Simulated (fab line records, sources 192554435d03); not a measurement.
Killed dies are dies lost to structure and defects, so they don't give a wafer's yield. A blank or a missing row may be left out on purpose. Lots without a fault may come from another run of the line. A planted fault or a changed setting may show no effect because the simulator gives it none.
fab line records | flow n5_finfet
record lots=24 wafers=72 last_day=18
route steps=1938 shown BEOL_M5@1192 BEOL_M6@1196 BEOL_M7@1264
lots that met no fault: from a run of the same line without faults
start_h: hours from the record's first day to the start of the lot's first wafer shown | wait_h: hours since the lot's step before | " the same as in the row above | L1.1+2: a row that stands for several wafers | - no value, or no start given | * or withheld: withheld | < > ~ a bound
route shown NAME@n: a module of which the file shows steps, and the number in the route of the first | usual: mean/standard deviation of fault-free wafers | same: alike in all rows | chamber/n: place in a boat | sites: the reading at each site | _std_site: their standard deviation | _edge_site: outer sites' mean less inner sites' | radius_mm: how far each site lies from the wafer's centre | mask NAME#n: copy n | behind: the tool/chamber that last shaped the wafer | hold: why the lot was held/for how many hours/how that ended | device: the transistor (n, p or np) that didn't switch | end of line: the same wafers' tests at the end of the route | a step without rows: its recipe alone | killed: dies lost to structure and defects at the first sort, not the wafer's yield | map: a wafer's dies, x killed, . not, _ none there
set.NAME: the setting as run; set.NAME@STEP: as run at that earlier step | model.NAME: the simulator's own value behind a step, which no gauge read
steps of the route over a sample of lots; a table a step, a row a wafer
services: from which hour (start_h, from the record's first day; less than 0 if before it) a tool's chamber was out of use, for how many hours, and why
## steps
# step N5_BEOL_M5_RS_MEAS_57
# recipe thk_meas_gauge=four-point-probe reads=Co_of_BEOL_M5_CO_CAP_78+Cu_of_BEOL_M5_ECD_50+Co_of_BEOL_M5_CVD_47+TaN_of_BEOL_M5_ALD_86
# usual M5_RS=0.385/0.013
# columns lot.wafer tool chamber start_h wait_h M5_RS[ohm/sq]
L074.2 film_metro-02 - 182.75 0.1 0.364
L074.3 " - " " 0.382
L074.4 " - " " 0.354
L075.1 film_metro-02 - 183.50 0.0 0.360
L075.2 " - " " 0.402
L075.3 " - " " 0.381
L076.1 film_metro-02 - 188.41 0.0 0.388
L076.2 " - " " 0.386
L076.5 " - " " 0.368
L077.3 film_metro-02 - 197.50 0.1 0.401
L077.4 " - " " 0.409
L077.6 " - " " 0.404
L078.4 film_metro-01 - 204.68 0.0 0.377
L078.5 " - " " 0.370
L078.6 " - " " 0.367
L080.1 film_metro-01 - 213.94 0.1 0.387
L080.3 " - " " 0.391
L080.4 " - " " 0.379
L079.2 film_metro-01 - 215.90 0.1 0.404
L079.3 " - " " 0.400
L079.6 " - " " 0.403
L081.1 film_metro-01 - 223.19 0.0 0.353
L081.2 " - " " 0.368
L081.6 " - " " 0.363
L082.2 film_metro-01 - 225.52 0.1 0.371
L082.4 " - " " 0.383
L082.5 " - " " 0.378
L084.1 film_metro-01 - 233.70 0.0 0.380
L084.5 " - " " 0.370
L084.6 " - " " 0.389
L083.3 film_metro-02 - 239.25 0.1 0.382
L083.4 " - " " 0.405
L083.5 " - " " 0.415
L085.2 film_metro-01 - 243.36 0.1 0.398
L085.4 " - " " 0.389
L085.5 " - " " 0.383
L086.2 film_metro-01 - 252.97 0.1 0.406
L086.3 " - " " 0.387
L086.6 " - " " 0.398
L087.2 film_metro-02 - 268.71 0.1 0.379
L087.3 " - " " 0.391
L087.5 " - " " 0.366
L088.1 film_metro-01 - 271.45 0.0 0.388
L088.4 " - " " 0.402
L088.5 " - " " 0.397
L090.2 film_metro-02 - 273.45 0.1 0.380
L090.3 " - " " 0.369
L090.5 " - " " 0.364
L092.1 film_metro-02 - 276.18 0.0 0.379
L092.2 " - " " 0.396
L092.3 " - " " 0.376
L089.2 film_metro-02 - 277.42 0.1 0.395
L089.3 " - " " 0.375
L089.6 " - " " 0.381
L091.1 film_metro-02 - 279.43 0.0 0.389
L091.4 " - " " 0.412
L091.5 " - " " 0.390
L093.3 film_metro-01 - 296.57 0.1 0.398
L093.5 " - " " 0.391
L093.6 " - " " 0.387
L094.1 film_metro-01 - 298.44 0.0 0.391
L094.4 " - " " 0.390
L094.5 " - " " 0.383
L096.1 film_metro-02 - 312.10 0.0 0.383
L096.2 " - " " 0.390
L096.4 " - " " 0.389
L095.2 film_metro-02 - 323.49 0.1 0.394
L095.4 " - " " 0.400
L095.6 " - " " 0.391
L097.2 film_metro-01 - 332.14 0.1 0.390
L097.4 " - " " 0.373
L097.5 " - " " 0.357
# step N5_BEOL_M5_INSPECT_58
# recipe inspect_instrument=darkfield mode=post_dep
# usual raw_defect_count=72/24
# columns lot.wafer tool chamber start_h wait_h raw_defect_count
L074.2 defect_inspect-02 - 182.77 0.0 73
L074.3 " - " " 51
L074.4 " - " " 94
L075.1 defect_inspect-02 - 183.52 0.0 114
L075.2 " - " " 58
L075.3 " - " " 73
L076.1 defect_inspect-01 - 188.44 0.0 35
L076.2 " - " " 37
L076.5 " - " " 48
L077.3 defect_inspect-01 - 197.52 0.0 61
L077.4 " - " " 120
L077.6 " - " " 62
L078.4 defect_inspect-02 - 204.71 0.0 86
L078.5 " - " " 97
L078.6 " - " " 73
L080.1 defect_inspect-02 - 213.96 0.0 69
L080.3 " - " " 94
L080.4 " - " " 56
L079.2 defect_inspect-02 - 215.92 0.0 57
L079.3 " - " " 62
L079.6 " - " " 65
L081.1 defect_inspect-02 - 223.22 0.0 81
L081.2 " - " " 90
L081.6 " - " " 56
L082.2 defect_inspect-02 - 225.55 0.0 73
L082.4 " - " " 53
L082.5 " - " " 87
L084.1 defect_inspect-02 - 233.72 0.0 45
L084.5 " - " " 75
L084.6 " - " " 45
L083.3 defect_inspect-02 - 239.28 0.0 39
L083.4 " - " " 60
L083.5 " - " " 71
L085.2 defect_inspect-01 - 243.38 0.0 86
L085.4 " - " " 68
L085.5 " - " " 72
L086.2 defect_inspect-02 - 253.00 0.0 61
L086.3 " - " " 50
L086.6 " - " " 70
L087.2 defect_inspect-02 - 268.73 0.0 69
L087.3 " - " " 43
L087.5 " - " " 46
L088.1 defect_inspect-02 - 271.48 0.0 154
L088.4 " - " " 119
L088.5 " - " " 142
L090.2 defect_inspect-01 - 273.48 0.0 51
L090.3 " - " " 96
L090.5 " - " " 63
L092.1 defect_inspect-02 - 276.21 0.0 62
L092.2 " - " " 84
L092.3 " - " " 121
L089.2 defect_inspect-02 - 277.45 0.0 68
L089.3 " - " " 60
L089.6 " - " " 92
L091.1 defect_inspect-02 - 279.45 0.0 37
L091.4 " - " " 76
L091.5 " - " " 42
L093.3 defect_inspect-01 - 296.59 0.0 42
L093.5 " - " " 84
L093.6 " - " " 42
L094.1 defect_inspect-02 - 298.46 0.0 104
L094.4 " - " " 66
L094.5 " - " " 76
L096.1 defect_inspect-02 - 312.13 0.0 110
L096.2 " - " " 86
L096.4 " - " " 61
L095.2 defect_inspect-01 - 323.52 0.0 45
L095.4 " - " " 32
L095.6 " - " " 65
L097.2 defect_inspect-02 - 332.17 0.0 75
L097.4 " - " " 62
L097.5 " - " " 77
# step N5_BEOL_M6_THK_MEAS_01
# recipe reads=SiCOH_lowk_of_BEOL_M6_ILD_DEP_00
# usual M6_ILD_THK=155.4/1.7
# columns lot.wafer tool chamber start_h wait_h M6_ILD_THK[nm]
L074.2 film_metro-01 - 183.39 0.4 153.0
L074.3 " - " " 152.9
L074.4 " - " " 154.7
L075.1 film_metro-01 - 184.14 0.4 154.9
L075.2 " - " " 153.4
L075.3 " - " " 154.3
L076.1 film_metro-01 - 189.05 0.4 152.5
L076.2 " - " " 153.7
L076.5 " - " " 153.6
L077.3 film_metro-01 - 198.14 0.3 154.3
L077.4 " - " " 156.1
L077.6 " - " " 155.1
L078.4 film_metro-01 - 205.80 0.4 157.1
L078.5 " - " " 157.5
L078.6 " - " " 157.8
L080.1 film_metro-01 - 215.07 0.8 156.0
L080.3 " - " " 153.5
L080.4 " - " " 155.8
L079.2 film_metro-01 - 217.01 0.7 155.5
L079.3 " - " " 153.6
L079.6 " - " " 156.0
L081.1 film_metro-01 - 223.83 0.4 155.7
L081.2 " - " " 157.3
L081.6 " - " " 156.9
L082.2 film_metro-01 - 226.60 0.4 152.5
L082.4 " - " " 156.7
L082.5 " - " " 154.8
L084.1 film_metro-02 - 234.34 0.4 152.3
L084.5 " - " " 155.7
L084.6 " - " " 155.0
L083.3 film_metro-01 - 240.04 0.3 154.6
L083.4 " - " " 155.3
L083.5 " - " " 155.2
L085.2 film_metro-02 - 244.01 0.4 155.1
L085.4 " - " " 157.2
L085.5 " - " " 158.0
L086.2 film_metro-01 - 253.61 0.4 153.9
L086.3 " - " " 156.5
L086.6 " - " " 156.8
L087.2 film_metro-01 - 269.35 0.4 155.6
L087.3 " - " " 155.5
L087.5 " - " " 158.1
L088.1 film_metro-01 - 272.09 0.4 154.6
L088.4 " - " " 154.3
L088.5 " - " " 154.6
L090.2 film_metro-01 - 274.09 0.4 153.8
L090.3 " - " " 153.3
L090.5 " - " " 157.9
L092.1 film_metro-01 - 276.82 0.4 154.9
L092.2 " - " " 153.2
L092.3 " - " " 154.9
L089.2 film_metro-01 - 278.06 0.4 156.2
L089.3 " - " " 152.9
L089.6 " - " " 155.7
L091.1 film_metro-02 - 280.08 0.4 154.9
L091.4 " - " " 155.8
L091.5 " - " " 156.9
L093.3 film_metro-02 - 297.21 0.3 154.4
L093.5 " - " " 160.0
L093.6 " - " " 157.4
L094.1 film_metro-01 - 299.56 0.8 153.5
L094.4 " - " " 156.2
L094.5 " - " " 156.0
L096.1 film_metro-02 - 314.18 1.6 152.7
L096.2 " - " " 153.6
L096.4 " - " " 155.8
L095.2 film_metro-01 - 324.61 0.7 157.4
L095.4 " - " " 156.3
L095.6 " - " " 158.0
L097.2 film_metro-02 - 333.35 0.7 153.6
L097.4 " - " " 155.4
L097.5 " - " " 156.5
# step N5_BEOL_M6_DESCUM_16
# recipe chemistry=O2 time_s=7.9 source_power_w=50 bias_power_w=20 pressure_mtorr=20 rf_frequency_hz=2.712e+07 temp_c=40 resist=CAR-ArF o2_flow_sccm=225
# usual drypump_motor_current_A=5.5/0.37 oes_product_au=0.81/0.077 rf_vpp_V=243.2/1.3 showerhead_plenum_p_Torr=2.10/0.069 throttle_valve_pct=20.4/0.31
# columns lot.wafer tool chamber start_h wait_h drypump_motor_current_A oes_product_au rf_hours_counter_h rf_vpp_V showerhead_plenum_p_Torr throttle_valve_pct
L074.2 rie_diel-06 1 186.17 0.4 5.4 0.76 136 241.3 2.01 20.8
L074.3 " 0 " " 5.5 0.72 196 243.1 2.08 20.3
L074.4 " 3 " " 6.5 0.71 210 242.1 2.15 20.5
L075.1 rie_diel-04 3 186.65 0.2 5.5 0.90 37 243.5 2.13 19.9
L075.2 " 0 " " 5.4 0.83 65 243.9 2.22 20.8
L075.3 " 1 " " 5.8 0.95 6 244.5 2.14 20.2
L076.1 rie_diel-04 2 191.43 0.2 5.7 0.85 51 244.6 2.12 19.9
L076.2 " 0 " " 5.4 0.81 66 245.7 2.22 20.8
L076.5 " 2 " " 5.7 0.85 - 243.0 2.12 19.9
L077.3 rie_diel-03 0 199.15 0.1 5.1 0.87 49 241.7 2.05 20.5
L077.4 " 2 " " 5.7 0.87 35 244.9 2.22 20.0
L077.6 " 3 " " 5.7 0.98 - 244.0 2.14 20.6
L078.4 rie_diel-06 3 206.49 0.0 6.4 0.70 216 243.5 2.15 20.5
L078.5 " 1 " " 5.3 0.75 - 241.4 2.01 20.7
L078.6 " 0 " " 5.5 0.71 - 242.8 2.08 20.3
L080.1 rie_diel-06 3 216.17 0.0 6.5 0.69 220 245.4 2.15 20.5
L080.3 " 0 " " 5.5 0.72 208 241.8 2.07 20.3
L080.4 " 2 " " 5.0 0.80 103 243.7 2.01 20.5
L079.2 rie_diel-03 2 218.48 0.0 5.7 0.86 43 246.0 2.22 20.0
L079.3 " 0 " " 5.1 0.84 55 242.6 2.05 20.5
L079.6 " 2 " " 5.7 0.87 - 246.2 2.22 20.0
L081.1 rie_diel-04 3 225.34 0.2 5.5 0.87 52 241.3 2.12 19.9
L081.2 " 0 " " 5.4 0.80 80 245.6 2.22 20.8
L081.6 " 0 " " 5.4 0.80 - 245.2 2.22 20.8
L082.2 rie_diel-06 0 229.27 0.6 5.5 0.72 212 241.2 2.07 20.3
L082.4 " 2 " " 5.0 0.80 - 240.6 2.01 20.6
L082.5 " 1 " " 5.3 0.74 - 242.1 2.01 20.8
L084.1 rie_diel-03 3 235.96 0.0 5.7 0.93 21 244.1 2.14 20.6
L084.5 " 1 " " 5.6 0.96 - 242.3 2.07 20.2
L084.6 " 2 " " 5.6 0.85 - 245.4 2.21 20.0
L083.3 rie_diel-04 1 241.68 0.0 5.7 0.90 25 244.0 2.14 20.3
L083.4 " 0 " " 5.4 0.80 85 245.1 2.22 20.8
L083.5 " 1 " " 5.7 0.89 - 244.2 2.14 20.2
L085.2 rie_diel-04 2 245.65 0.4 5.7 0.83 71 243.4 2.11 19.9
L085.4 " 3 " " 5.5 0.86 58 244.1 2.12 19.9
L085.5 " 2 " " 5.7 0.82 - 243.2 2.11 19.9
L086.2 rie_diel-04 1 254.93 0.0 5.8 0.90 30 244.0 2.14 20.3
L086.3 " 2 " " 5.7 0.81 74 244.1 2.11 19.9
L086.6 " 1 " " 5.7 0.90 - 244.5 2.13 20.3
L087.2 rie_diel-06 3 270.74 0.0 6.5 0.69 234 244.2 2.14 20.6
L087.3 " 1 " " 5.3 0.74 166 241.0 2.00 20.8
L087.5 " 3 " " 6.5 0.68 - 244.1 2.14 20.6
L088.1 rie_diel-06 1 273.33 0.0 5.3 0.73 167 243.5 2.00 20.8
L088.4 " 0 " " 5.5 0.70 230 244.2 2.07 20.3
L088.5 " 3 " " 6.5 0.69 - 243.9 2.14 20.6
L090.2 rie_diel-04 2 276.18 0.1 5.7 0.81 81 241.8 2.11 19.9
L090.3 " 3 " " 5.5 0.83 69 243.6 2.12 20.0
L090.5 " 3 " " 5.5 0.84 - 244.2 2.12 20.0
L092.1 rie_diel-03 3 277.95 0.0 5.7 0.91 35 243.4 2.13 20.6
L092.2 " 1 " " 5.5 0.90 17 242.4 2.06 20.2
L092.3 " 0 " " 5.0 0.82 79 243.9 2.04 20.6
L089.2 rie_diel-03 0 280.07 0.3 5.0 0.82 81 242.0 2.04 20.5
L089.3 " 1 " " 5.5 0.91 19 241.9 2.06 20.2
L089.6 " 3 " " 5.7 0.90 - 242.4 2.13 20.6
L091.1 rie_diel-06 1 280.64 0.0 5.3 0.72 170 241.4 2.00 20.8
L091.4 " 2 " " 5.0 0.79 124 242.1 2.01 20.6
L091.5 " 1 " " 5.3 0.73 - 242.1 2.00 20.8
L093.3 rie_diel-06 3 299.89 0.1 6.5 0.68 249 244.2 2.14 20.6
L093.5 " 2 " " 5.0 0.78 - 242.5 2.00 20.6
L093.6 " 1 " " 5.3 0.72 - 242.0 2.00 20.8
L094.1 rie_diel-04 1 300.32 0.1 5.8 0.86 45 242.8 2.13 20.3
L094.4 " 2 " " 5.7 0.81 89 243.7 2.11 20.0
L094.5 " 1 " " 5.8 0.87 - 243.9 2.13 20.3
L096.1 rie_diel-06 0 316.87 0.0 5.5 0.70 234 243.1 2.07 20.3
L096.2 " 2 " " 5.0 0.78 140 243.1 2.00 20.6
L096.4 " 2 " " 5.0 0.77 - 241.9 2.00 20.6
L095.2 rie_diel-06 1 325.64 0.2 5.3 0.72 189 243.1 1.99 20.8
L095.4 " 0 " " 5.4 0.70 - 243.1 2.06 20.3
L095.6 " 2 " " 5.0 0.77 - 241.1 2.00 20.6
L097.2 rie_diel-04 0 334.50 0.0 5.4 0.76 116 245.5 2.21 20.9
L097.4 " 1 " " 5.7 0.86 56 242.7 2.13 20.3
L097.5 " 1 " " 5.7 0.85 - 243.0 2.13 20.3
# step N5_BEOL_M6_CMP_52
# recipe stop_on=SiCOH_lowk t_overpolish_s=6.9 down_force_psi=1 platen_rpm=50 clearing_platen_down_force_psi=1.5 clearing_platen_rpm=50 post_cmp_clean=cu_alkaline target_thk_nm=80 clearing_platen_pad_velocity_m_s=0.99484 pad_velocity_m_s=0.99484
# usual barrier_field_endpoint_s=29.0/0.72 head_pressure_psi=1.0004/0.0022 motor_current_A=6.0/0.67 overpolish_run_s=6.900/0.01 pad_life_wafers=855/710 time_to_endpoint_s=63.3/2.8
# columns lot.wafer tool chamber start_h wait_h barrier_field_endpoint_s head_pressure_psi motor_current_A overpolish_run_s pad_life_wafers time_to_endpoint_s
L074.3 cmp-04 0 191.10 0.2 29.6 1.0026 5.4 6.903 1752 62.8
L074.2 " 1 " " 28.7 1.0010 6.3 6.899 1753 65.3
L074.4 " 2 " " 29.5 0.9989 6.9 6.903 1754 66.7
L075.1 cmp-03 0 191.56 0.3 29.0 1.0013 5.2 6.905 1752 63.3
L075.3 " 1 " " 28.4 1.0005 6.2 6.896 1753 60.9
L075.2 " 3 " " 28.6 0.9976 5.8 6.935 1755 62.3
L076.1 cmp-01 2 195.78 0.3 29.8 0.9991 6.1 6.918 1302 62.6
L076.2 " 1 " " 29.4 1.0047 6.7 6.898 1305 61.6
L076.5 " 2 " " 28.3 1.0020 6.4 6.896 - 59.8
L077.4 cmp-04 0 203.48 0.1 28.5 1.0008 5.3 6.906 1848 58.4
L077.3 " 3 " " 28.7 0.9989 4.8 6.899 1851 60.2
L077.6 " 0 " " 28.8 1.0011 5.5 6.895 - 59.6
L078.4 cmp-04 1 210.06 0.2 29.0 0.9988 6.4 6.913 1903 61.3
L078.6 " 0 " " 28.7 1.0020 5.3 6.903 - 62.6
L078.5 " 1 " " 29.4 0.9975 6.6 6.893 - 63.9
L080.3 cmp-01 2 221.50 0.2 27.3 1.0007 6.4 6.903 1524 61.6
L080.4 " 0 " " 28.2 1.0011 6.5 6.904 1526 61.5
L080.1 " 1 " " 29.0 1.0021 6.4 6.908 1527 65.0
L079.2 cmp-01 1 223.98 0.2 28.8 1.0027 6.3 6.896 1536 62.2
L079.3 " 0 " " 28.5 0.9952 6.5 6.899 1539 58.5
L079.6 " 1 " " 29.6 0.9989 6.3 6.909 - 62.2
L081.2 cmp-01 2 230.86 0.4 29.3 1.0045 6.2 6.909 1608 63.3
L081.1 " 3 " " 28.4 0.9971 5.1 6.887 1609 65.2
L081.6 " 2 " " 28.8 0.9986 6.7 6.912 - 62.7
L082.2 cmp-01 1 235.69 0.3 28.2 1.0014 6.3 6.886 1656 60.3
L082.4 " 2 " " 28.1 1.0006 6.5 6.901 1657 60.6
L082.5 " 1 " " 28.7 1.0015 6.3 6.894 - 63.1
L084.1 cmp-04 0 241.18 0.4 28.8 0.9983 5.5 6.892 33 64.8
L084.6 " 1 " " 28.6 1.0016 6.6 6.907 - 62.1
L084.5 " 2 " " 28.8 0.9976 7.4 6.894 - 62.6
L083.4 cmp-03 1 249.85 0.1 28.4 0.9994 5.8 6.907 156 58.6
L083.3 " 0 " " 29.3 1.0003 5.0 6.903 159 62.4
L083.5 " 2 " " 28.4 0.9992 6.1 6.908 - 62.3
L085.2 cmp-01 1 250.98 0.2 29.2 1.0009 6.4 6.883 1788 65.4
L085.4 " 0 " " 30.8 1.0010 6.5 6.910 1791 65.5
L085.5 " 1 " " 30.1 0.9974 6.1 6.888 - 65.3
L086.3 cmp-04 1 259.90 0.2 29.2 1.0009 6.1 6.890 175 67.6
L086.2 " 3 " " 28.0 0.9996 4.7 6.906 177 61.7
L086.6 " 1 " " 29.0 1.0026 6.6 6.902 - 61.3
L087.3 cmp-03 2 276.91 0.2 28.6 1.0013 5.8 6.898 378 63.4
L087.2 " 3 " " 29.0 0.9957 6.0 6.912 379 65.7
L087.5 " 3 " " 28.0 1.0003 5.9 6.911 - 62.0
L088.1 cmp-04 1 278.76 0.5 27.9 0.9977 6.5 6.872 314 63.2
L088.4 " 2 " " 28.7 1.0040 6.6 6.904 315 62.5
L088.5 " 3 " " 28.7 0.9981 4.7 6.884 - 61.1
L090.2 cmp-04 2 280.30 0.2 28.9 0.9997 6.7 6.904 325 61.1
L090.3 " 0 " " 28.8 1.0020 5.5 6.900 327 62.0
L090.5 " 2 " " 28.7 0.9990 7.0 6.898 - 57.9
L092.2 cmp-03 1 283.14 0.2 29.1 0.9989 5.9 6.898 438 65.0
L092.1 " 2 " " 28.5 1.0025 6.2 6.905 439 64.3
L092.3 " 3 " " 28.7 0.9981 5.5 6.894 440 66.4
L089.2 cmp-04 1 284.91 0.2 28.2 1.0003 6.7 6.898 336 62.1
L089.3 " 3 " " 27.7 0.9988 4.5 6.884 338 60.6
L089.6 " 2 " " 28.3 1.0022 6.9 6.896 - 64.8
L091.4 cmp-03 2 285.27 0.1 30.5 1.0023 5.7 6.913 474 63.9
L091.1 " 3 " " 30.3 0.9940 6.0 6.888 475 64.5
L091.5 " 2 " " 29.1 1.0028 6.0 6.926 - 62.1
L094.4 cmp-01 2 305.43 0.1 28.7 1.0005 6.5 6.887 24 63.9
L094.1 " 3 " " 29.6 1.0020 5.0 6.901 25 67.0
L094.5 " 2 " " 28.7 0.9992 6.4 6.894 - 65.2
L093.3 cmp-01 3 306.13 0.2 30.0 0.9981 5.1 6.890 36 64.6
L093.6 " 3 " " 29.6 0.9997 5.1 6.903 - 67.5
L093.5 " 0 " " 29.6 0.9976 6.6 6.881 - 61.3
L096.2 cmp-04 1 325.34 0.2 28.1 1.0025 6.3 6.899 624 59.2
L096.4 " 2 " " 28.9 0.9999 7.1 6.899 625 59.3
L096.1 " 0 " " 27.8 1.0038 5.5 6.892 627 58.0
L095.4 cmp-01 2 334.19 0.2 30.1 1.0031 6.3 6.908 235 64.7
L095.2 " 3 " " 31.0 1.0029 4.9 6.908 236 71.1
L095.6 " 2 " " 30.7 1.0019 6.2 6.906 - 68.5
L097.2 cmp-01 2 338.43 0.2 29.2 0.9994 6.1 6.912 270 64.0
L097.4 " 0 " " 30.0 1.0003 6.4 6.901 272 63.4
L097.5 " 3 " " 28.6 0.9981 5.1 6.903 - 67.1
# step N5_BEOL_M7_CURE_74
# recipe temp_c=385 time_s=240 ambient=He/Ar material=SiCOH_lowk
# usual lamp_power_pct=52.31/0.055 wafer_temp_C_max=387.0/0.52
# columns lot.wafer tool chamber start_h wait_h lamp_power_pct wafer_temp_C_max
L074.2 uv_cure-01 1 191.74 0.1 52.42 387.1
L074.3 " 1 " " 52.23 386.3
L074.4 " 1 " " 52.33 387.4
L075.1 uv_cure-03 1 192.11 0.0 52.34 387.2
L075.2 " 1 " " 52.20 387.5
L075.3 " 1 " " 52.33 387.6
L076.1 uv_cure-01 2 196.34 0.0 52.32 387.1
L076.2 " 2 " " 52.33 387.9
L076.5 " 2 " " 52.31 387.4
L077.3 uv_cure-01 1 204.42 0.4 52.24 386.7
L077.4 " 1 " " 52.26 386.6
L077.6 " 1 " " 52.26 386.6
L078.4 uv_cure-01 1 210.82 0.3 52.29 386.6
L078.5 " 1 " " 52.32 387.1
L078.6 " 1 " " 52.26 387.7
L080.1 uv_cure-02 1 222.05 0.0 52.20 387.1
L080.3 " 1 " " 52.40 388.1
L080.4 " 1 " " 52.26 387.4
L079.2 uv_cure-02 1 225.39 0.9 52.33 387.9
L079.3 " 1 " " 52.33 387.0
L079.6 " 1 " " 52.29 387.7
L081.1 uv_cure-01 1 232.57 1.2 52.31 387.0
L081.2 " 1 " " 52.22 387.0
L081.6 " 1 " " 52.26 387.1
L082.2 uv_cure-02 2 237.26 1.0 52.23 386.6
L082.4 " 2 " " 52.37 387.4
L082.5 " 2 " " 52.39 386.9
L084.1 uv_cure-01 1 241.62 0.0 52.22 386.8
L084.5 " 1 " " 52.28 387.7
L084.6 " 1 " " 52.36 387.2
L083.3 uv_cure-02 0 250.56 0.2 52.32 386.7
L083.4 " 0 " " 52.31 386.9
L083.5 " 0 " " 52.35 386.7
L085.2 uv_cure-02 1 251.62 0.1 52.33 387.7
L085.4 " 1 " " 52.13 388.6
L085.5 " 1 " " 52.35 387.2
L086.2 uv_cure-02 0 260.49 0.1 52.35 386.5
L086.3 " 0 " " 52.27 386.2
L086.6 " 0 " " 52.40 386.5
L087.2 uv_cure-03 1 277.55 0.1 52.31 388.5
L087.3 " 1 " " 52.26 387.4
L087.5 " 1 " " 52.39 387.6
L088.1 uv_cure-01 2 279.24 0.0 52.35 388.0
L088.4 " 2 " " 52.32 387.2
L088.5 " 2 " " 52.29 387.8
L090.2 uv_cure-03 0 280.90 0.1 52.34 386.5
L090.3 " 0 " " 52.29 386.2
L090.5 " 0 " " 52.32 387.0
L092.1 uv_cure-01 0 283.69 0.0 52.28 386.3
L092.2 " 0 " " 52.32 386.3
L092.3 " 0 " " 52.25 386.1
L089.2 uv_cure-01 1 285.54 0.1 52.39 387.1
L089.3 " 1 " " 52.37 386.6
L089.6 " 1 " " 52.36 386.5
L091.1 uv_cure-03 2 285.83 0.0 52.35 386.8
L091.4 " 2 " " 52.27 386.1
L091.5 " 2 " " 52.30 386.4
L094.1 uv_cure-03 0 305.98 0.0 52.28 386.8
L094.4 " 0 " " 52.28 386.8
L094.5 " 0 " " 52.32 386.9
L093.3 uv_cure-01 1 307.00 0.4 52.31 386.6
L093.5 " 1 " " 52.37 386.5
L093.6 " 1 " " 52.38 386.7
L096.1 uv_cure-03 2 325.92 0.0 52.28 386.6
L096.2 " 2 " " 52.25 386.3
L096.4 " 2 " " 52.26 386.2
L095.2 uv_cure-03 2 334.86 0.2 52.25 386.8
L095.4 " 2 " " 52.36 386.6
L095.6 " 2 " " 52.31 386.8
L097.2 uv_cure-03 0 339.59 0.7 52.35 386.9
L097.4 " 0 " " 52.28 386.6
L097.5 " 0 " " 52.33 386.7
## services
# columns tool chamber start_h hours kind
uv_cure-01 - 177.16 1.0 pm
uv_cure-02 - 198.43 7.5 pm
uv_cure-03 - 205.77 1.0 pm
cmp-03 - 220.46 0.3 repair
rie_diel-06 3 226.21 11.0 repair
cmp-03 - 226.68 4.0 pm
uv_cure-02 - 229.35 2.1 pm
cmp-01 - 230.12 0.3 repair
cmp-04 - 232.23 4.0 pm
uv_cure-01 - 233.67 7.5 pm
cmp-03 - 240.87 2.0 repair
uv_cure-03 - 241.28 22.2 pm
cmp-04 - 243.54 1.9 repair
rie_diel-03 2 276.78 12.1 repair
cmp-01 - 277.20 1.9 repair
cmp-04 - 281.86 3.0 pm
cmp-04 - 288.89 1.8 repair
cmp-01 - 292.69 1.4 repair
cmp-01 - 298.24 4.0 pm
cmp-03 - 304.46 4.4 repair
cmp-04 - 313.82 0.7 repair
cmp-01 - 314.04 0.4 repair
rie_diel-03 1 329.69 7.5 repair
rie_diel-06 0 338.64 15.8 repair
## key
fault none
